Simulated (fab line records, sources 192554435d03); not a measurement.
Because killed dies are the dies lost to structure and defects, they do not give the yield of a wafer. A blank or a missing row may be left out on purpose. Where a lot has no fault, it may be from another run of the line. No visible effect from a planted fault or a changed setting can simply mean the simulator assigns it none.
fab line records -- flow n5_finfet
record lots=6, wafers=18, last_day=17
route steps=1938 shown BEOL_M5@1157 PASSIVATION@1936
lots with no fault: from the same line, run without faults
start_h: the number of hours between the record's first day and the start of the first shown wafer of the lot -- wait_h: hours from the lot's prior step to this one -- " as in the row above -- L1.1+2: a row that stands for several wafers -- - no value present, or no start provided -- * or withheld: withheld -- < > ~ a bound
route shown NAME@n: NAME is a module with steps in the file, n the number in the route of the first one -- usual: mean and standard deviation over wafers with no fault -- same: alike in all rows -- chamber/n: place in a boat -- sites: readings site by site -- _std_site: their standard deviation -- _edge_site: the outer-site mean with the inner-site mean subtracted -- radius_mm: how far each site lies from the wafer's centre -- mask NAME#n: copy n -- behind: the last tool/chamber to shape the wafer -- hold: cause of the lot's hold/its duration in hours/its outcome -- device: whichever transistor did not switch (one of n, p or np) -- end of line: at the end of the route, the tests of the same wafers -- step lacking rows: just its recipe -- killed: at the first sort, the dies lost to defects and structure; wafer yield is something else -- map: dies across one wafer; x = killed, . = not, _ = none there
set.NAME: setting as actually run; set.NAME@STEP: the setting as run at that earlier step -- model.NAME: the simulator's own value behind a step, which no gauge read
a table for each step, a row for each wafer; lots at some steps of the route
services: from which hour (start_h, from the record's first day; less than 0 if before it) a tool's chamber was out of use, for how many hours, and why
## steps
# step N5_BEOL_M5_VIA_ETCH_34
# recipe chemistry=C4F6/O2, target=SiCOH_lowk, target_depth_a=883, mask_material=SOC, taper_deg=4, time_s=39.2, ion_energy_ev=250, pressure_mtorr=30, source_w=345, bias_w=185, Ar_flow_sccm=300, C4F6_flow_sccm=10, O2_flow_sccm=10
# usual bias_w=185.1/0.53, chamber_pressure_mTorr=30.001/0.028, drypump_motor_current_A=5.7/0.62, oes_product_au=0.79/0.071, rf_vpp_V=671/14, showerhead_plenum_p_Torr=2.83/0.056, throttle_valve_pct=20.74/0.18
lot.wafer,tool,chamber,start_h,wait_h,bias_w,chamber_pressure_mTorr,drypump_motor_current_A,oes_product_au,rf_hours_counter_h,rf_vpp_V,showerhead_plenum_p_Torr,throttle_valve_pct
L808.2,rie_diel-03,1,177.97,0.0,184.9,30.040,4.8,0.91,15,686,2.91,20.66
L808.3,rie_diel-03,3,177.97,0.0,185.2,30.007,6.7,0.82,87,657,2.84,20.49
L808.6,rie_diel-03,1,177.97,0.0,184.7,30.026,4.8,0.91,-,686,2.91,20.64
L811.2,rie_diel-03,1,197.80,0.0,185.3,29.989,4.8,0.91,23,686,2.90,20.66
L811.3,rie_diel-03,3,197.80,0.0,184.1,29.973,6.6,0.81,94,658,2.84,20.50
L811.4,rie_diel-03,1,197.80,0.0,184.8,29.991,4.8,0.90,-,685,2.90,20.65
L810.1,rie_diel-02,1,199.53,0.0,185.5,29.965,5.7,0.80,98,668,2.76,20.79
L810.2,rie_diel-02,3,199.53,0.0,184.4,29.973,5.4,0.74,168,686,2.80,20.86
L810.5,rie_diel-02,2,199.53,0.0,184.8,29.993,6.4,0.71,-,669,2.84,21.00
L820.2,rie_diel-03,0,262.13,0.0,185.2,29.992,5.3,0.82,103,685,2.76,20.87
L820.3,rie_diel-03,1,262.13,0.0,185.9,29.966,4.8,0.87,42,686,2.89,20.70
L820.6,rie_diel-03,3,262.13,0.0,186.0,30.002,6.7,0.79,-,657,2.83,20.55
L823.1,rie_diel-02,2,267.90,0.0,185.5,30.010,6.5,0.68,188,668,2.83,21.05
L823.2,rie_diel-02,0,267.90,0.0,185.2,30.048,5.4,0.86,73,688,2.79,20.45
L823.4,rie_diel-02,3,267.90,0.0,185.0,30.010,5.4,0.73,188,686,2.79,20.90
L830.3,rie_diel-02,1,311.01,0.0,185.4,30.003,5.7,0.77,129,668,2.75,20.81
L830.4,rie_diel-02,3,311.01,0.0,184.7,30.009,5.4,0.72,201,687,2.78,20.93
L830.5,rie_diel-02,1,311.01,0.0,186.3,29.976,5.7,0.77,-,668,2.75,20.83
# step N5_BEOL_M5_STRIP_85
# recipe chemistry=C4F6/O2, resist=SiARC, rf_frequency_hz=6e+07
# step N5_BEOL_M5_STRIP_36
# recipe chemistry=N2/H2, power_w=450, temp_c=40, pressure_mtorr=20, rf_frequency_hz=6e+07, overash_fraction=0.3, bias_power_w=7, h2_frac=0.5, n2_flow_sccm=200, h2_flow_sccm=200
# step N5_BEOL_M5_TRENCH_ETCH_37
# recipe chemistry=C4F6/O2, target_depth_a=716.52, target=SiCOH_lowk, time_s=24.7, ion_energy_ev=250, pressure_mtorr=30, source_w=345, bias_w=185, Ar_flow_sccm=300, C4F6_flow_sccm=10, O2_flow_sccm=10
# usual bias_w=185.0/0.53, chamber_pressure_mTorr=29.997/0.027, drypump_motor_current_A=5.7/0.62, oes_product_au=0.80/0.071, rf_vpp_V=671/14, showerhead_plenum_p_Torr=2.83/0.056, throttle_valve_pct=20.78/0.19
lot.wafer,tool,chamber,start_h,wait_h,bias_w,chamber_pressure_mTorr,drypump_motor_current_A,oes_product_au,rf_hours_counter_h,rf_vpp_V,showerhead_plenum_p_Torr,throttle_valve_pct
L808.2,rie_diel-03,1,-,-,184.7,29.997,4.8,0.92,15,686,2.90,20.69
L808.3,rie_diel-03,3,-,-,184.0,29.999,6.7,0.82,87,657,2.84,20.55
L808.6,rie_diel-03,1,-,-,184.9,30.000,4.8,0.92,-,686,2.91,20.68
L811.2,rie_diel-03,1,-,-,185.7,29.970,4.8,0.90,23,685,2.90,20.70
L811.3,rie_diel-03,3,-,-,185.6,30.003,6.7,0.82,94,657,2.84,20.56
L811.4,rie_diel-03,1,-,-,185.5,29.956,4.8,0.90,-,686,2.90,20.69
L810.1,rie_diel-02,1,-,-,185.4,29.983,5.7,0.81,98,667,2.76,20.81
L810.2,rie_diel-02,3,-,-,185.5,30.018,5.4,0.74,168,687,2.80,20.91
L810.5,rie_diel-02,2,-,-,184.3,30.026,6.5,0.71,-,668,2.84,21.05
L820.2,rie_diel-03,0,-,-,184.8,29.980,5.3,0.81,103,684,2.76,20.89
L820.3,rie_diel-03,1,-,-,184.3,29.945,4.8,0.88,42,684,2.89,20.72
L820.6,rie_diel-03,3,-,-,184.9,30.022,6.6,0.80,-,657,2.83,20.57
L823.1,rie_diel-02,2,-,-,184.8,29.980,6.5,0.69,188,668,2.83,21.08
L823.2,rie_diel-02,0,-,-,185.3,30.014,5.4,0.87,73,688,2.79,20.52
L823.4,rie_diel-02,3,-,-,184.8,29.970,5.4,0.73,188,687,2.79,20.92
L830.3,rie_diel-02,1,-,-,185.2,29.998,5.7,0.76,129,668,2.75,20.89
L830.4,rie_diel-02,3,-,-,184.6,30.050,5.4,0.71,201,687,2.78,20.97
L830.5,rie_diel-02,1,-,-,185.0,30.024,5.7,0.76,-,668,2.75,20.86
# step N5_BEOL_M5_ETCH_41
# recipe chemistry=CH3F/O2, target=SiCN, target_depth_a=315, taper_deg=2, time_s=56.7, ion_energy_ev=120, mask_material=TiN, pressure_mtorr=30, source_w=395, bias_w=75, Ar_flow_sccm=150, CH3F_flow_sccm=30, O2_flow_sccm=20
# usual bias_w=75.06/0.22, chamber_pressure_mTorr=29.997/0.029, drypump_motor_current_A=5.7/0.62, oes_product_au=0.80/0.071, rf_vpp_V=297.3/1.3, showerhead_plenum_p_Torr=1.99/0.041, throttle_valve_pct=16.20/0.18
lot.wafer,tool,chamber,start_h,wait_h,bias_w,chamber_pressure_mTorr,drypump_motor_current_A,oes_product_au,rf_hours_counter_h,rf_vpp_V,showerhead_plenum_p_Torr,throttle_valve_pct
L808.2,rie_diel-03,1,-,-,75.12,29.957,4.8,0.91,15,298.3,2.04,16.05
L808.3,rie_diel-03,3,-,-,74.59,29.970,6.7,0.82,87,296.4,2.00,15.99
L808.6,rie_diel-03,1,-,-,74.87,30.017,4.8,0.92,-,298.5,2.04,16.06
L811.2,rie_diel-03,1,-,-,75.11,30.023,4.8,0.91,23,298.5,2.04,16.08
L811.3,rie_diel-03,3,-,-,74.81,29.971,6.7,0.81,94,299.7,2.00,16.02
L811.4,rie_diel-03,1,-,-,75.36,30.015,4.8,0.91,-,298.2,2.04,16.09
L810.1,rie_diel-02,1,-,-,74.55,29.933,5.7,0.80,98,294.8,1.94,16.20
L810.2,rie_diel-02,3,-,-,74.78,30.024,5.4,0.74,168,297.8,1.97,16.41
L810.5,rie_diel-02,2,-,-,74.86,29.961,6.4,0.71,-,298.2,1.99,16.51
L820.2,rie_diel-03,0,-,-,75.50,29.952,5.3,0.81,103,296.8,1.94,16.27
L820.3,rie_diel-03,1,-,-,75.36,29.987,4.8,0.86,42,298.2,2.03,16.11
L820.6,rie_diel-03,3,-,-,75.07,30.022,6.6,0.78,-,298.6,1.99,16.04
L823.1,rie_diel-02,2,-,-,74.79,30.009,6.4,0.69,188,296.1,1.99,16.53
L823.2,rie_diel-02,0,-,-,75.26,30.030,5.4,0.85,73,298.0,1.96,15.89
L823.4,rie_diel-02,3,-,-,75.57,30.057,5.4,0.72,188,295.6,1.96,16.47
L830.3,rie_diel-02,1,-,-,74.94,29.986,5.7,0.75,129,294.6,1.93,16.27
L830.4,rie_diel-02,3,-,-,74.83,30.019,5.4,0.72,201,297.0,1.96,16.48
L830.5,rie_diel-02,1,-,-,75.06,30.012,5.7,0.77,-,295.3,1.93,16.26
# step N5_BEOL_M5_STRIP_91
# recipe chemistry=N2/H2, time_s=10, power_w=450, temp_c=40, pressure_mtorr=20, rf_frequency_hz=6e+07, bias_power_w=7, n2_flow_sccm=200, h2_flow_sccm=200
# usual chamber_pressure_mTorr=20.000/0.018, drypump_motor_current_A=5.7/0.62, oes_product_au=0.79/0.067, rf_vpp_V=59.2/0.9, showerhead_plenum_p_Torr=2.53/0.056, temp_c=40.00/0.11, throttle_valve_pct=23.59/0.26
lot.wafer,tool,chamber,start_h,wait_h,chamber_pressure_mTorr,drypump_motor_current_A,oes_product_au,rf_hours_counter_h,rf_vpp_V,showerhead_plenum_p_Torr,temp_c,throttle_valve_pct
L808.2,rie_diel-03,1,-,-,19.982,4.8,0.91,15,60.2,2.61,39.97,23.33
L808.3,rie_diel-03,3,-,-,20.013,6.6,0.83,87,58.1,2.57,39.87,23.60
L808.6,rie_diel-03,1,-,-,19.972,4.8,0.90,-,59.7,2.61,40.01,23.34
L811.2,rie_diel-03,1,-,-,20.002,4.8,0.89,23,58.3,2.60,39.93,23.37
L811.3,rie_diel-03,3,-,-,19.960,6.7,0.81,94,58.4,2.56,40.19,23.63
L811.4,rie_diel-03,1,-,-,19.988,4.8,0.90,-,60.5,2.60,39.80,23.34
L810.1,rie_diel-02,1,-,-,20.007,5.7,0.81,98,58.6,2.45,40.02,23.75
L810.2,rie_diel-02,3,-,-,19.993,5.4,0.74,168,58.7,2.56,40.12,24.19
L810.5,rie_diel-02,2,-,-,20.037,6.4,0.71,-,58.3,2.51,39.96,23.51
L820.2,rie_diel-03,0,-,-,20.012,5.3,0.81,103,58.4,2.46,39.94,23.80
L820.3,rie_diel-03,1,-,-,19.993,4.8,0.86,42,59.0,2.59,39.95,23.37
L820.6,rie_diel-03,3,-,-,20.004,6.6,0.79,-,59.5,2.55,39.98,23.64
L823.1,rie_diel-02,2,-,-,19.999,6.5,0.70,188,59.9,2.51,40.13,23.53
L823.2,rie_diel-02,0,-,-,19.991,5.4,0.84,73,59.8,2.49,39.97,23.37
L823.4,rie_diel-02,3,-,-,20.024,5.4,0.73,188,60.0,2.55,39.97,24.22
L830.3,rie_diel-02,1,-,-,20.023,5.7,0.76,129,59.8,2.44,39.95,23.80
L830.4,rie_diel-02,3,-,-,20.025,5.4,0.72,201,58.3,2.54,40.00,24.21
L830.5,rie_diel-02,1,-,-,19.959,5.7,0.77,-,59.4,2.44,40.00,23.81
# step N5_BEOL_M5_OCD_MEAS_38
# usual trench_depth_nm=72.2/1.4
lot.wafer,tool,chamber,start_h,wait_h,trench_depth_nm
L808.2,ocd-02,-,178.21,-,73.7
L808.3,ocd-02,-,178.21,-,73.3
L808.6,ocd-02,-,178.21,-,73.1
L811.2,ocd-01,-,198.04,-,73.0
L811.3,ocd-01,-,198.04,-,73.5
L811.4,ocd-01,-,198.04,-,73.7
L810.1,ocd-01,-,199.77,-,72.3
L810.2,ocd-01,-,199.77,-,72.1
L810.5,ocd-01,-,199.77,-,70.1
L820.2,ocd-01,-,262.37,-,72.7
L820.3,ocd-01,-,262.37,-,74.7
L820.6,ocd-01,-,262.37,-,72.9
L823.1,ocd-02,-,268.14,-,69.5
L823.2,ocd-02,-,268.14,-,74.3
L823.4,ocd-02,-,268.14,-,71.9
L830.3,ocd-02,-,311.25,-,70.0
L830.4,ocd-02,-,311.25,-,70.3
L830.5,ocd-02,-,311.25,-,71.1
# step N5_BEOL_M5_HM_STRIP_39
# recipe chemistry=peroxide_tin_strip, material=TiN, target_depth_a=250, temp_c=50, time_s=158
# step N5_BEOL_M5_SRD_40
# recipe time_s=30, temp_c=23, rinse_liquid=diw, dry=ipa_marangoni
# step N5_BEOL_M5_PRECLEAN_42
# recipe chemistry=residue_remover, time_s=60, temp_c=40
# step N5_BEOL_M5_SRD_43
# recipe time_s=30, temp_c=23, rinse_liquid=diw, dry=ipa_marangoni
# step N5_BEOL_M5_CD_MEAS_35
# recipe target_cd_nm=28, target_cd_y_nm=24, polarity=opening
# usual cd_nm=28.2/0.4
lot.wafer,tool,chamber,start_h,wait_h,cd_nm
L808.2,cd_sem-01,-,178.36,0.0,28.3
L808.3,cd_sem-01,-,178.36,0.0,28.8
L808.6,cd_sem-01,-,178.36,0.0,27.9
L811.2,cd_sem-03,-,198.19,0.0,28.0
L811.3,cd_sem-03,-,198.19,0.0,28.0
L811.4,cd_sem-03,-,198.19,0.0,28.7
L810.1,cd_sem-03,-,199.93,0.0,28.5
L810.2,cd_sem-03,-,199.93,0.0,27.6
L810.5,cd_sem-03,-,199.93,0.0,28.5
L820.2,cd_sem-01,-,262.53,0.0,28.0
L820.3,cd_sem-01,-,262.53,0.0,28.9
L820.6,cd_sem-01,-,262.53,0.0,28.0
L823.1,cd_sem-01,-,268.29,0.0,29.1
L823.2,cd_sem-01,-,268.29,0.0,29.1
L823.4,cd_sem-01,-,268.29,0.0,28.3
L830.3,cd_sem-02,-,311.40,0.0,28.4
L830.4,cd_sem-02,-,311.40,0.0,28.2
L830.5,cd_sem-02,-,311.40,0.0,27.8
# step N5_BEOL_M5_CURE_80
# recipe temp_c=370, time_s=120, ambient=DMADMS/He, material=SiCOH_lowk
# usual lamp_power_pct=52.32/0.055, run_length_s=178.1/1.3, wafer_temp_C_max=371.8/0.52
lot.wafer,tool,chamber,start_h,wait_h,lamp_power_pct,run_length_s,wafer_temp_C_max
L808.2,uv_cure-02,2,178.71,0.4,52.29,177.3,371.5
L808.3,uv_cure-02,2,178.71,0.4,52.22,177.4,371.4
L808.6,uv_cure-02,2,178.71,0.4,52.27,177.7,371.6
L811.2,uv_cure-02,0,198.50,0.3,52.41,177.8,372.0
L811.3,uv_cure-02,0,198.50,0.3,52.27,178.2,372.3
L811.4,uv_cure-02,0,198.50,0.3,52.30,178.3,371.8
L810.1,uv_cure-01,0,199.97,0.0,52.21,177.9,370.9
L810.2,uv_cure-01,0,199.97,0.0,52.40,178.1,371.4
L810.5,uv_cure-01,0,199.97,0.0,52.31,178.0,371.3
L820.2,uv_cure-03,0,262.62,0.1,-,-,-
L820.3,uv_cure-03,0,262.62,0.1,-,-,-
L820.6,uv_cure-03,0,262.62,0.1,-,-,-
L823.1,uv_cure-02,1,268.33,0.0,-,-,-
L823.2,uv_cure-02,1,268.33,0.0,-,-,-
L823.4,uv_cure-02,1,268.33,0.0,-,-,-
L830.3,uv_cure-02,0,311.57,0.2,52.31,177.6,371.8
L830.4,uv_cure-02,0,311.57,0.2,52.43,177.6,372.0
L830.5,uv_cure-02,0,311.57,0.2,52.31,177.7,371.7
# step N5_BEOL_M5_DEGAS_44
# recipe ambient=vacuum, temp_c=250, time_s=60
# usual heater_power_w=326/20
lot.wafer,tool,chamber,start_h,wait_h,heater_power_w
L808.2,pvd_sputter-01,-,179.04,0.3,344
L808.3,pvd_sputter-01,-,179.04,0.3,279
L808.6,pvd_sputter-01,-,179.04,0.3,310
L811.2,pvd_sputter-03,-,198.81,0.3,349
L811.3,pvd_sputter-03,-,198.81,0.3,328
L811.4,pvd_sputter-03,-,198.81,0.3,334
L810.1,pvd_sputter-01,-,200.29,0.3,332
L810.2,pvd_sputter-01,-,200.29,0.3,314
L810.5,pvd_sputter-01,-,200.29,0.3,273
L820.2,pvd_sputter-01,-,263.04,0.4,325
L820.3,pvd_sputter-01,-,263.04,0.4,340
L820.6,pvd_sputter-01,-,263.04,0.4,334
L823.1,pvd_sputter-03,-,268.85,0.5,329
L823.2,pvd_sputter-03,-,268.85,0.5,352
L823.4,pvd_sputter-03,-,268.85,0.5,337
L830.3,pvd_sputter-02,-,312.90,1.3,314
L830.4,pvd_sputter-02,-,312.90,1.3,318
L830.5,pvd_sputter-02,-,312.90,1.3,332
# step N5_PASSIVATION_PROBE_49
# usual defect_limited_yield=91.4/1.6, killed_at_M0_to_M3=35/10, killed_at_M4_up=12/4.7, killed_at_contacts=12/5.8, killed_at_front_end=38/12, killed_at_other=4/3.2, killed_dies=102/18, killed_open=68/14, killed_short=32/8, sort_bin_5_function=5.1/0.96, sort_bin_6_memory=3.2/0.77, sort_bin_8_speed=0.1/0.39, sort_n_pass=1078/20, sort_yield_pct=91.3/1.7
# same gross_dies=1180, killed_at_back_side=0, sort_bin_4_leakage[%]=0
lot.wafer,tool,chamber,start_h,wait_h,defect_limited_yield[%],killed_at_M0_to_M3,killed_at_M4_up,killed_at_contacts,killed_at_front_end,killed_at_other,killed_dies,killed_open,killed_short,sort_bin_5_function[%],sort_bin_6_memory[%],sort_bin_8_speed[%],sort_n_pass,sort_yield_pct[%]
L808.2,prober-02,-,275.60,0.1,92.8,39,16,3,25,2,85,65,20,4.5,2.6,0,1095,92.8
L808.3,prober-02,-,275.65,0.1,91.9,47,15,8,26,0,96,63,33,5.6,2.2,0,1084,91.9
L808.6,prober-02,-,275.80,0.3,94.1,33,13,6,15,3,70,47,23,4.4,1.4,0,1110,94.1
L811.2,prober-01,-,291.93,0.1,88.4,47,17,10,59,4,137,86,50,6.9,4.3,0,1043,88.4
L811.3,prober-01,-,291.98,0.1,88.4,44,9,17,62,5,137,80,56,6.3,4.9,0,1043,88.4
L811.4,prober-01,-,292.03,0.2,89.6,28,16,14,58,7,123,89,34,5.6,4.6,1.8,1036,87.8
L810.1,prober-02,-,298.76,0.0,91.2,35,8,27,33,1,104,70,32,4.6,3.7,0,1076,91.2
L810.2,prober-02,-,298.81,0.1,90.3,40,18,7,47,2,114,71,42,6.3,3.4,0,1066,90.3
L810.5,prober-02,-,298.96,0.2,89.7,44,23,18,36,0,121,92,26,6.2,3.9,0,1059,89.7
L820.2,prober-01,-,359.80,0.5,91.0,41,17,6,40,2,106,73,33,5.9,2.8,0,1074,91.0
L820.3,prober-01,-,359.85,0.6,90.9,43,7,9,43,5,107,73,34,4.5,4.0,0,1073,90.9
L820.6,prober-01,-,360.00,0.7,91.4,37,11,10,37,6,101,69,32,5.1,3.3,0,1079,91.4
L823.1,prober-02,-,370.26,0.0,90.6,58,5,18,30,0,111,79,32,6.0,3.0,0,1069,90.6
L823.2,prober-02,-,370.31,0.1,91.0,30,14,21,35,6,106,77,29,5.2,3.7,0,1074,91.0
L823.4,prober-02,-,370.41,0.2,91.6,41,7,13,36,2,99,70,29,4.8,3.6,0,1081,91.6
L830.3,prober-02,-,403.87,0.1,91.2,50,3,20,30,1,104,65,39,5.4,3.1,0,1076,91.2
L830.4,prober-02,-,403.92,0.2,90.8,34,9,11,53,1,108,71,37,5.6,3.4,0,1072,90.8
L830.5,prober-02,-,403.97,0.2,92.2,33,12,17,27,3,92,59,31,4.9,2.9,0,1088,92.2
# killed by level:class
L808.2 BEOL_M2:geometric_particle:open=12 BEOL_M0_SAQP:geometric_particle:open=8 STARTING-WAFER:geometric_particle:open=7 FIN_SAQP:geometric_particle:open=6 BEOL_M0_SAQP:geometric_particle:short=6 BEOL_M1:geometric_particle:open=6 BEOL_M4:geometric_particle:open=4 STI_FIN_REVEAL:geometric_particle:open=3
L808.3 BEOL_M0_SAQP:geometric_particle:short=11 BEOL_M0_SAQP:geometric_particle:open=11 MOL_CONTACT_COAG:geometric_particle:open=8 BEOL_M2:geometric_particle:open=8 BEOL_M1:geometric_particle:open=7 GATE_CUT:geometric_particle:short=5 BEOL_M3:geometric_particle:open=5 STARTING-WAFER:geometric_particle:short=5
L808.6 BEOL_M1:geometric_particle:open=8 BEOL_M0_SAQP:geometric_particle:short=6 MOL_CONTACT_COAG:geometric_particle:open=5 BEOL_M0_SAQP:geometric_particle:open=5 BEOL_M2:geometric_particle:open=4 BEOL_M4:geometric_particle:open=4 BEOL_M8:geometric_particle:open=4 FIN_SAQP:geometric_particle:open=3
L811.2 STI_FIN_REVEAL:geometric_particle:open=15 BEOL_M0_SAQP:geometric_particle:short=15 FIN_SAQP:geometric_particle:open=9 BEOL_M0_SAQP:geometric_particle:open=9 FIN_SAQP:geometric_particle:short=8 MOL_CONTACT_COAG:geometric_particle:open=8 BEOL_M4:geometric_particle:open=7 GATE_CUT:geometric_particle:short=6
L811.3 FIN_SAQP:geometric_particle:open=15 BEOL_M0_SAQP:geometric_particle:short=15 BEOL_M0_SAQP:geometric_particle:open=12 MOL_CONTACT_COAG:geometric_particle:open=12 BEOL_M2:geometric_particle:short=7 DUMMY_GATE:geometric_particle:open=6 ILD0:geometric_particle:short=6 ILD0:geometric_particle:open=5
L811.4 FIN_SAQP:geometric_particle:open=13 STI_FIN_REVEAL:geometric_particle:open=13 MOL_CONTACT_COAG:geometric_particle:open=12 BEOL_M4:geometric_particle:open=9 BEOL_M0_SAQP:geometric_particle:open=7 FIN_SAQP:geometric_particle:short=6 DUMMY_GATE:geometric_particle:open=6 BEOL_M1:geometric_particle:open=6
L810.1 MOL_CONTACT_COAG:geometric_particle:open=21 BEOL_M1:geometric_particle:open=14 MOL_CONTACT_COAG:geometric_particle:short=6 BEOL_M3:geometric_particle:short=6 FIN_SAQP:geometric_particle:open=5 STI_FIN_REVEAL:geometric_particle:open=4 BEOL_M3:geometric_particle:open=4 STARTING-WAFER:geometric_particle:open=4
L810.2 BEOL_M1:geometric_particle:open=18 FIN_SAQP:geometric_particle:short=13 STI_FIN_REVEAL:geometric_particle:open=9 BEOL_M4:geometric_particle:open=8 FIN_SAQP:geometric_particle:open=7 GATE_CUT:geometric_particle:short=6 MOL_CONTACT_COAG:geometric_particle:open=5 BEOL_M0_SAQP:geometric_particle:short=5
L810.5 BEOL_M1:geometric_particle:open=21 FIN_SAQP:geometric_particle:open=15 MOL_CONTACT_COAG:geometric_particle:open=14 BEOL_M4:geometric_particle:open=14 BEOL_M2:geometric_particle:open=6 BEOL_M0_SAQP:geometric_particle:open=5 FIN_SAQP:geometric_particle:short=4 STI_FIN_REVEAL:geometric_particle:open=4
L820.2 FIN_SAQP:geometric_particle:open=15 BEOL_M0_SAQP:geometric_particle:short=15 BEOL_M4:geometric_particle:open=12 BEOL_M0_SAQP:geometric_particle:open=10 STARTING-WAFER:geometric_particle:open=6 BEOL_M1:geometric_particle:open=6 FIN_SAQP:geometric_particle:short=5 STI_FIN_REVEAL:geometric_particle:open=5
L820.3 BEOL_M0_SAQP:geometric_particle:open=19 BEOL_M0_SAQP:geometric_particle:short=16 FIN_SAQP:geometric_particle:open=9 MOL_CONTACT_COAG:geometric_particle:open=9 STI_FIN_REVEAL:geometric_particle:open=7 DUMMY_GATE:geometric_particle:open=6 GATE_CUT:geometric_particle:short=4 STARTING-WAFER:geometric_particle:short=4
L820.6 STI_FIN_REVEAL:geometric_particle:open=14 BEOL_M0_SAQP:geometric_particle:open=10 MOL_CONTACT_COAG:geometric_particle:open=7 BEOL_M0_SAQP:geometric_particle:short=7 DUMMY_GATE:geometric_particle:open=5 BEOL_M1:geometric_particle:open=5 BEOL_M3:geometric_particle:open=5 BEOL_M5:geometric_particle:open=5
L823.1 BEOL_M3:geometric_particle:open=17 MOL_CONTACT_COAG:geometric_particle:open=12 BEOL_M0_SAQP:geometric_particle:open=12 FIN_SAQP:geometric_particle:short=9 BEOL_M2:geometric_particle:open=9 FIN_SAQP:geometric_particle:open=8 BEOL_M0_SAQP:geometric_particle:short=7 MOL_CONTACT_COAG:geometric_particle:short=6
L823.2 MOL_CONTACT_COAG:geometric_particle:open=17 FIN_SAQP:geometric_particle:open=9 BEOL_M4:geometric_particle:open=9 STI_FIN_REVEAL:geometric_particle:open=7 BEOL_M0_SAQP:geometric_particle:open=7 BEOL_M3:geometric_particle:open=6 FIN_SAQP:geometric_particle:short=5 DUMMY_GATE:geometric_particle:open=4
L823.4 MOL_CONTACT_COAG:geometric_particle:open=13 FIN_SAQP:geometric_particle:open=11 BEOL_M0_SAQP:geometric_particle:open=9 BEOL_M3:geometric_particle:open=8 FIN_SAQP:geometric_particle:short=7 BEOL_M0_SAQP:geometric_particle:short=7 BEOL_M1:geometric_particle:open=7 BEOL_M2:geometric_particle:open=6
L830.3 BEOL_M0_SAQP:geometric_particle:short=19 MOL_CONTACT_COAG:geometric_particle:open=15 BEOL_M0_SAQP:geometric_particle:open=14 BEOL_M1:geometric_particle:open=11 FIN_SAQP:geometric_particle:short=7 STI_FIN_REVEAL:geometric_particle:open=7 MOL_CONTACT_COAG:geometric_particle:short=5 FIN_SAQP:geometric_particle:open=3
L830.4 FIN_SAQP:geometric_particle:open=15 BEOL_M0_SAQP:geometric_particle:open=10 FIN_SAQP:geometric_particle:short=8 MOL_CONTACT_COAG:geometric_particle:open=8 BEOL_M0_SAQP:geometric_particle:short=8 STI_FIN_REVEAL:geometric_particle:open=6 BEOL_M3:geometric_particle:open=6 STARTING-WAFER:geometric_particle:short=6
L830.5 MOL_CONTACT_COAG:geometric_particle:open=14 BEOL_M0_SAQP:geometric_particle:open=13 BEOL_M0_SAQP:geometric_particle:short=9 FIN_SAQP:geometric_particle:open=8 FIN_SAQP:geometric_particle:short=7 DUMMY_GATE:geometric_particle:open=4 BEOL_M3:geometric_particle:open=4 MOL_CONTACT_COAG:geometric_particle:short=3
## services
tool,chamber,start_h,hours,kind
uv_cure-03,-,177.67,2.8,pm
uv_cure-01,-,177.78,2.8,pm
rie_diel-03,2,189.48,14.7,repair
uv_cure-02,-,199.89,2.8,pm
uv_cure-01,-,232.86,7.5,pm
rie_diel-02,-,249.58,2.8,pm
uv_cure-03,-,256.48,1.0,pm
rie_diel-03,2,261.75,-,clean
rie_diel-03,2,261.75,-,consumable_replace:focus_ring
rie_diel-03,2,261.75,24.2,scheduled_down
rie_diel-03,2,261.75,24.2,vent_cycle
uv_cure-01,-,277.48,14.6,pm
uv_cure-02,-,302.00,1.9,repair
## key
first_sign step=N5_BEOL_M5_CURE_80, reading=tool_record, direction=missing
effect none on later readings
met_at N5_BEOL_M5_CURE_80
struck_wafers L820.2,L820.3,L820.6,L823.1,L823.2,L823.4
onset_between 198.50 262.62
fault kind=skipped_step_whole, tool=uv_cure-02,uv_cure-03, chamber=-, onset_h=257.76, steps=N5_BEOL_M5_CURE_80, scope=struck_lots_only
